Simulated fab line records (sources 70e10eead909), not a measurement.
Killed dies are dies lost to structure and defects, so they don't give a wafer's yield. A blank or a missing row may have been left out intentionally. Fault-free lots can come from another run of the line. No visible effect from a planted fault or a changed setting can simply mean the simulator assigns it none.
fab line records	flow nandHarc
record lots=5	wafers=15	lastDay=33
route steps=1302 shown A_BLC@1130 A_M0@1137 END@1302
lots untouched by any fault: they come from a run of this same line in which no faults occurred
startH: hours from the record's first day to the start of the lot's first wafer shown	waitH: how many hours have passed since the lot's step before this one	" as in the row above	L1.1+2: one row covering several wafers at once	- no value, or no start given	* or withheld: withheld	< > ~ a bound
route shown NAME@n: names a module that has steps shown in the file, with the first one's number in the route	usual: the fault-free wafers' mean and standard deviation	same: alike in all rows	chamber/n: place in a boat	sites: per-site readings	_std_site: how widely they spread, as a standard deviation	_edge_site: mean of outer sites minus mean of inner sites	radiusMm: for every site, how far away it sits from the centre of the wafer	mask NAME#n: copy n	behind: the tool/chamber that last shaped the wafer	hold: reason for holding the lot/hours on hold/outcome of the hold	device: the transistor (n, p or np) that didn't switch	end of line: tests of these same wafers at the route's end	a step without rows: its recipe alone	killed: dies that structure and defects cost at the first sort, which is not the same as the wafer's yield	map: the dies of a wafer, with x for killed, . for not killed, _ for no die there
set.NAME: the setting the step ran with; set.NAME@STEP: the setting that earlier step ran with	model.NAME: the simulator's own value behind a step, which no gauge read
a table for each step, a row for each wafer; lots at some steps of the route
services: the hour from which a tool's chamber was out of use, counted from the record's first day as startH (under 0 if before that day), plus the number of hours and why
## steps
# step NHARC_A_BLC_PVD_32
# recipe targetThkA=50	chamberPressurePa=5	powerW=5000	substrateTempC=200	timeS=17.7	material=Ti
# usual throttleValvePct=29.9/1
lot.wafer	tool	chamber	startH	waitH	throttleValvePct
L191.1	pvdSputter-01	-	-	-	30.1
L191.4	"	-	"	"	29.4
L191.2	"	-	"	"	29.7
L202.3	pvdSputter-01	-	-	-	28.9
L202.5	"	-	"	"	29.8
L202.6	"	-	"	"	30.3
L209.3	pvdSputter-02	-	-	-	30.2
L209.2	"	-	"	"	30.9
L209.5	"	-	"	"	32.7
L211.2	pvdSputter-01	-	-	-	30.4
L211.1	"	-	"	"	29.4
L211.6	"	-	"	"	29.9
L212.3	pvdSputter-01	-	-	-	29.8
L212.2	"	-	"	"	28.8
L212.6	"	-	"	"	29.8
# step NHARC_A_BLC_ALD_23
# recipe targetThkA=30	pulseTimeS=1	aldCycles=150	tempC=450	material=TiN
# usual heaterPowerW=1118/94	precursorPulseHeightRel=0.999/0.019
lot.wafer	tool	chamber	startH	waitH	heaterPowerW	precursorPulseHeightRel
L191.1	aldMetal-03	0	540.64	-	979	0.972
L191.4	"	1	"	"	1160	0.982
L191.2	"	3	"	"	1171	0.990
L202.3	aldMetal-01	3	658.36	-	1294	1.000
L202.6	"	3	"	"	1282	1.008
L202.5	"	0	"	"	1126	0.995
L209.3	aldMetal-01	1	732.98	-	1112	1.007
L209.2	"	2	"	"	1124	0.965
L209.5	"	0	"	"	1116	0.989
L211.2	aldMetal-03	2	736.36	-	1204	0.984
L211.1	"	0	"	"	952	1.010
L211.6	"	1	"	"	1110	0.975
L212.2	aldMetal-01	3	755.76	-	1301	0.987
L212.3	"	1	"	"	1136	1.022
L212.6	"	2	"	"	1129	1.009
# step NHARC_A_BLC_CVD_24
# recipe targetThkA=1500	tempC=300	pressureTorr=40	wf6FlowSccm=40	h2FlowSccm=1600	arFlowSccm=1560	timeS=434	material=W
# usual heaterPowerW=447/26	throttleValvePct=8.04/0.2
lot.wafer	tool	chamber	startH	waitH	heaterPowerW	throttleValvePct
L191.1	cvdW-01	0	-	-	450	8.37
L191.2	"	1	"	"	458	8.09
L191.4	"	0	"	"	447	8.22
L202.3	cvdW-01	0	-	-	447	7.71
L202.5	"	0	"	"	439	8.08
L202.6	"	1	"	"	470	7.86
L209.2	cvdW-01	1	-	-	476	7.66
L209.3	"	0	"	"	444	8.29
L209.5	"	0	"	"	433	8.14
L211.1	cvdW-01	0	-	-	439	8.34
L211.2	"	1	"	"	481	7.91
L211.6	"	1	"	"	485	7.96
L212.2	cvdW-01	1	-	-	435	7.62
L212.3	"	1	"	"	444	7.66
L212.6	"	0	"	"	445	7.98
# step NHARC_A_BLC_CMP_25
# recipe tOverpolishS=30	targetThkNm=150
# usual motorCurrentA=11.5/1.3	overpolishRunS=30.000/0.0095	timeToEndpointS=30.1/2.1
lot.wafer	tool	chamber	startH	waitH	motorCurrentA	overpolishRunS	timeToEndpointS
L191.1	cmp-03	2	541.38	0.5	13.3	29.994	30.0
L191.2	"	3	"	"	12.1	30.024	27.3
L191.4	"	1	"	"	12.7	30.013	29.3
L202.3	cmp-03	0	659.16	0.4	11.7	30.010	26.0
L202.5	"	1	"	"	11.8	29.990	27.1
L202.6	"	2	"	"	11.9	30.001	30.3
L209.2	cmp-03	1	733.71	0.4	11.7	29.993	32.2
L209.3	"	3	"	"	12.1	30.000	29.1
L209.5	"	0	"	"	11.6	30.002	29.2
L211.1	cmp-04	0	737.07	0.5	10.0	29.999	35.0
L211.2	"	2	"	"	14.2	30.008	32.4
L211.6	"	0	"	"	9.6	30.011	34.8
L212.3	cmp-02	1	756.52	0.4	10.5	30.002	29.6
L212.2	"	2	"	"	13.5	30.005	30.2
L212.6	"	3	"	"	10.4	29.999	34.3
# step NHARC_A_BLC_SRD_27
# step NHARC_A_BLC_INSPECT_28
# usual rawDefectCount=532/170
lot.wafer	tool	chamber	startH	waitH	rawDefectCount
L191.1	defectInspect-02	-	541.78	0.1	563
L191.2	"	-	"	"	626
L191.4	"	-	"	"	627
L202.3	defectInspect-01	-	659.49	0.1	495
L202.5	"	-	"	"	760
L202.6	"	-	"	"	406
L209.2	defectInspect-01	-	734.09	0.1	465
L209.3	"	-	"	"	469
L209.5	"	-	"	"	386
L211.1	defectInspect-02	-	737.48	0.1	571
L211.2	"	-	"	"	435
L211.6	"	-	"	"	606
L212.2	defectInspect-01	-	756.89	0.1	417
L212.3	"	-	"	"	417
L212.6	"	-	"	"	462
# step NHARC_A_M0_DEP_00
# recipe targetThkA=1500	targetThkNm=150	tempC=withheld	pressureTorr=5	flowSccm=200	rfW=600	material=SiOC
# step NHARC_A_M0_DEHYDRATE_01
# recipe tempC=150	timeS=120
# step NHARC_A_M0_HMDS_02
# recipe timeS=30
# step NHARC_A_M0_COAT_33
# recipe tempC=200	timeS=65
# step NHARC_A_M0_COAT_03
# recipe spinRpm=1500	resistThkNm=90
# step NHARC_A_M0_SOFTBAKE_04
# recipe tempC=105	timeS=55
# usual heaterPowerTotalW=188.44/0.13
lot.wafer	tool	chamber	startH	waitH	heaterPowerTotalW
L191.1	lithoTrack-06	0	542	-	188.26
L191.2	"	0	"	"	188.28
L191.4	"	0	"	"	188.49
L202.3	lithoTrack-04	0	659	-	222.65
L202.5	"	0	"	"	188.31
L202.6	"	0	"	"	188.27
L209.2	lithoTrack-01	0	734	-	188.57
L209.3	"	0	"	"	188.63
L209.5	"	0	"	"	188.45
L211.1	lithoTrack-04	0	737	-	188.48
L211.2	"	0	"	"	188.29
L211.6	"	0	"	"	188.38
L212.2	lithoTrack-01	0	757	-	188.44
L212.3	"	0	"	"	188.34
L212.6	"	0	"	"	188.44
# step NHARC_A_M0_EBR_05
# step NHARC_END_SORT_01
# recipe tempC=25
# usual defectLimitedYield=91.4/2.9	killedAtArray=54/20	killedAtOther=0.9/1.1	killedAtPeriphery=3.8/2.4	killedDies=58/20	killedOpen=3.5/1.9	killedShort=2.5/1.6	sort_bin_2_pct=3.1/1.2	sort_bin_3_pct=0.6/0.39	sort_bin_4_pct=4.9/1.7	sortNPass=619/20	sortRimYieldPct=91/4.3	sortYieldPct=91.4/2.9
# same grossDies=677	sort_bin_5_pct[%]=0	sort_bin_6_pct[%]=0	sort_bin_7_pct[%]=0	sort_bin_8_pct[%]=0	sortRimNGross=106.00
lot.wafer	tool	chamber	startH	waitH	defectLimitedYield[%]	killedAtArray	killedAtOther	killedAtPeriphery	killedDies	killedOpen	killedShort	sort_bin_2_pct[%]	sort_bin_3_pct[%]	sort_bin_4_pct[%]	sortNPass	sortRimYieldPct[%]	sortYieldPct[%]
L191.1	prober-02	0	584.12	2.5	86.1	86	1	7	94	3	3	5.5	1.5	6.9	583	78	86.1
L191.2	prober-02	0	584.91	2.8	83.3	105	3	5	113	6	0	7.1	1.6	8.0	564	84	83.3
L191.4	prober-02	0	586.51	3.4	87.4	79	1	5	85	4	1	4.3	1.2	7.1	592	90	87.4
L202.3	prober-02	0	699.64	3.1	90.1	61	0	6	67	4	3	3.4	1.6	4.9	610	92	90.1
L202.5	prober-02	0	701.24	3.7	91.4	53	0	5	58	4	2	2.1	0.4	6.1	619	92	91.4
L202.6	prober-02	0	702.04	4.0	90.8	52	1	9	62	4	3	4.0	0.4	4.7	615	89	90.8
L209.2	prober-02	0	777.97	2.8	94.4	35	0	3	38	5	4	2.1	0.6	3.0	639	88	94.4
L209.3	prober-02	0	778.78	3.1	94.4	34	0	4	38	5	2	2.2	0.3	3.1	639	90	94.4
L209.5	prober-02	0	780.38	3.7	93.4	41	0	4	45	3	0	1.6	0.7	4.3	632	94	93.4
L211.1	prober-01	0	780.01	2.5	90.1	64	1	2	67	6	2	3.2	0.6	6.1	610	91	90.1
L211.2	prober-01	0	780.83	2.8	94.4	35	1	2	38	2	1	2.2	0.1	3.2	639	89	94.4
L211.6	prober-01	0	784.09	4.1	89.5	70	0	1	71	8	2	3.1	1.0	6.4	606	97	89.5
L212.2	prober-01	0	798.02	2.8	91.3	58	1	0	59	2	5	2.1	1.0	5.6	618	90	91.3
L212.3	prober-01	0	798.81	3.1	89.4	69	0	3	72	2	6	4.0	0.7	5.9	605	92	89.4
L212.6	prober-01	0	801.17	3.9	90.0	60	1	7	68	5	2	3.4	1.2	5.5	609	87	90.0
# killed by level:class
L191.1 A_CHANNEL_HOLE_D1:chamberFilmFlake=28 A_CHANNEL_HOLE_D2:chamberFilmFlake=27 A_SLIT:chamberFilmFlake=11 A_CONTACT:chamberFilmFlake=10 P_GATE:chamberFilmFlake=6 A_ONON_D2:geometricParticle:short=2 A_STAIRCASE:chamberFilmFlake=2 A_CHANNEL_FILL_D2:geometricParticle:open=1
L191.2 A_SLIT:chamberFilmFlake=30 A_CHANNEL_HOLE_D1:chamberFilmFlake=29 A_CHANNEL_HOLE_D2:chamberFilmFlake=26 A_CONTACT:chamberFilmFlake=9 A_WL_FILL:chamberFilmFlake=5 A_CHANNEL_HOLE_D1:geometricParticle:open=3 P_GATE:chamberFilmFlake=3 THIN_TSV:chamberFilmFlake=2
L191.4 A_CHANNEL_HOLE_D2:chamberFilmFlake=25 A_CHANNEL_HOLE_D1:chamberFilmFlake=22 A_SLIT:chamberFilmFlake=12 A_CONTACT:chamberFilmFlake=9 P_ZERO_WELL:chamberFilmFlake=3 A_STAIRCASE:chamberFilmFlake=3 P_GATE:chamberFilmFlake=2 A_CHANNEL_FILL_D2:chamberFilmFlake=2
L202.3 A_CHANNEL_HOLE_D1:chamberFilmFlake=37 A_CHANNEL_HOLE_D2:chamberFilmFlake=6 A_STAIRCASE:chamberFilmFlake=5 A_CONTACT:chamberFilmFlake=3 A_CHANNEL_FILL_D1:geometricParticle:short=2 P_GATE:chamberFilmFlake=2 A_SLIT:chamberFilmFlake=2 P_M0:geometricParticle:open=1
L202.5 A_CHANNEL_HOLE_D1:chamberFilmFlake=29 A_CHANNEL_HOLE_D2:chamberFilmFlake=7 A_SLIT:chamberFilmFlake=5 A_STAIRCASE:chamberFilmFlake=3 P_M1:chamberFilmFlake=2 A_WL_FILL:chamberFilmFlake=2 A_CONTACT:chamberFilmFlake=2 P_CONTACT:geometricParticle:open=1
L202.6 A_CHANNEL_HOLE_D1:chamberFilmFlake=26 A_CHANNEL_HOLE_D2:chamberFilmFlake=15 P_STI:chamberFilmFlake=3 A_WL_FILL:geometricParticle:short=2 P_GATE:chamberFilmFlake=2 P_CONTACT:chamberFilmFlake=2 A_SLIT:chamberFilmFlake=2 A_CONTACT:chamberFilmFlake=2
L209.2 A_SLIT:chamberFilmFlake=8 A_CONTACT:chamberFilmFlake=7 A_BLC:chamberFilmFlake=4 A_CHANNEL_HOLE_D1:chamberFilmFlake=3 A_STAIRCASE:chamberFilmFlake=3 A_CHANNEL_FILL_D2:geometricParticle:short=2 P_M0:geometricParticle:open=1 A_ONON_D1:geometricParticle:short=1
L209.3 A_SLIT:chamberFilmFlake=15 A_BLC:chamberFilmFlake=5 A_STAIRCASE:chamberFilmFlake=4 A_CONTACT:chamberFilmFlake=4 A_WL_FILL:geometricParticle:short=2 P_STI:geometricParticle:open=1 P_CONTACT:geometricParticle:open=1 P_M0:geometricParticle:open=1
L211.1 A_SLIT:chamberFilmFlake=35 A_STAIRCASE:chamberFilmFlake=9 A_CONTACT:chamberFilmFlake=6 A_CHANNEL_HOLE_D1:chamberFilmFlake=3 A_ONON_D1:geometricParticle:open=2 P_GATE:geometricParticle:open=1 P_CONTACT:geometricParticle:open=1 A_CHANNEL_HOLE_D2:geometricParticle:short=1
L209.5 A_CHANNEL_HOLE_D1:chamberFilmFlake=17 A_SLIT:chamberFilmFlake=10 A_BLC:chamberFilmFlake=5 A_CHANNEL_HOLE_D2:chamberFilmFlake=3 A_CONTACT:chamberFilmFlake=3 P_M2:chamberFilmFlake=2 A_STAIRCASE:chamberFilmFlake=2 P_GATE:geometricParticle:open=1
L211.2 A_SLIT:chamberFilmFlake=13 A_STAIRCASE:chamberFilmFlake=12 A_CHANNEL_FILL_D2:chamberFilmFlake=2 A_CONTACT:chamberFilmFlake=2 P_M1:geometricParticle:open=1 A_M0:geometricParticle:open=1 A_M1:geometricParticle:short=1 P_ZERO_WELL:chamberFilmFlake=1
L211.6 A_SLIT:chamberFilmFlake=42 A_STAIRCASE:chamberFilmFlake=7 A_CONTACT:chamberFilmFlake=5 A_CHANNEL_HOLE_D1:chamberFilmFlake=4 A_BLC:geometricParticle:open=2 A_CHANNEL_HOLE_D2:chamberFilmFlake=2 P_M1:geometricParticle:open=1 A_CHANNEL_FILL_D1:geometricParticle:open=1
L212.2 A_CHANNEL_HOLE_D1:chamberFilmFlake=21 A_SLIT:chamberFilmFlake=14 A_CONTACT:chamberFilmFlake=11 A_CHANNEL_HOLE_D2:chamberFilmFlake=4 A_CHANNEL_FILL_D2:geometricParticle:short=2 A_CHANNEL_FILL_D1:geometricParticle:short=1 A_WL_FILL:geometricParticle:open=1 A_WL_FILL:geometricParticle:short=1
L212.3 A_SLIT:chamberFilmFlake=35 A_CHANNEL_HOLE_D1:chamberFilmFlake=10 A_CONTACT:chamberFilmFlake=10 A_CHANNEL_HOLE_D2:chamberFilmFlake=4 A_STAIRCASE:chamberFilmFlake=3 A_CHANNEL_FILL_D2:geometricParticle:short=2 P_GATE:geometricParticle:short=1 P_CONTACT:geometricParticle:short=1
L212.6 A_CHANNEL_HOLE_D1:chamberFilmFlake=19 A_CONTACT:chamberFilmFlake=19 A_SLIT:chamberFilmFlake=11 A_CHANNEL_HOLE_D2:chamberFilmFlake=5 A_M1:geometricParticle:open=2 P_STI:geometricParticle:open=1 P_STI:geometricParticle:short=1 P_M1:geometricParticle:open=1
## services
tool	chamber	startH	hours	kind
aldMetal-01	-	523.76	2.2	repair
aldMetal-01	-	526.00	10.0	pm
pvdSputter-01	-	531.79	2.0	repair
cmp-03	-	533.97	0.5	repair
lithoTrack-04	-	553.00	7.0	pm
cmp-03	-	555.01	2.0	repair
cmp-03	-	557.06	4.0	pm
pvdSputter-01	-	559.06	1.4	repair
cvdW-01	-	561.17	13.0	pm
aldMetal-03	-	568.00	10.0	pm
cmp-03	-	570.65	1.0	repair
pvdSputter-01	-	582.00	10.0	pm
aldMetal-03	0	582.27	4.1	repair
cmp-03	-	584.61	5.7	repair
cmp-03	-	597.82	1.5	repair
aldMetal-03	3	623.31	39.6	repair
aldMetal-03	2	635.34	3.9	repair
cmp-03	-	655.06	4.0	pm
aldMetal-01	2	675.10	4.4	repair
cvdW-01	1	700.30	2.6	repair
aldMetal-01	-	704.00	10.0	pm
cvdW-01	1	717.03	9.2	repair
cvdW-01	-	742.17	13.0	pm
cmp-03	-	753.06	4.0	pm
## key
firstSign step=NHARC_A_M0_SOFTBAKE_04	reading=heaterPowerTotalW	direction=up	sigmas=99+	usual=*	struck=*
effect none on later readings
metAt NHARC_A_M0_SOFTBAKE_04
struckWafers L202.3
fault kind=processParameterDrift	tool=lithoTrack-04	chamber=-	onsetH=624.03	steps=NHARC_A_M0_SOFTBAKE_04	channel=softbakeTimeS	offset=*	shape=step	endH=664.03	scope=struckWafersOnly	actsIn=*	stated=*
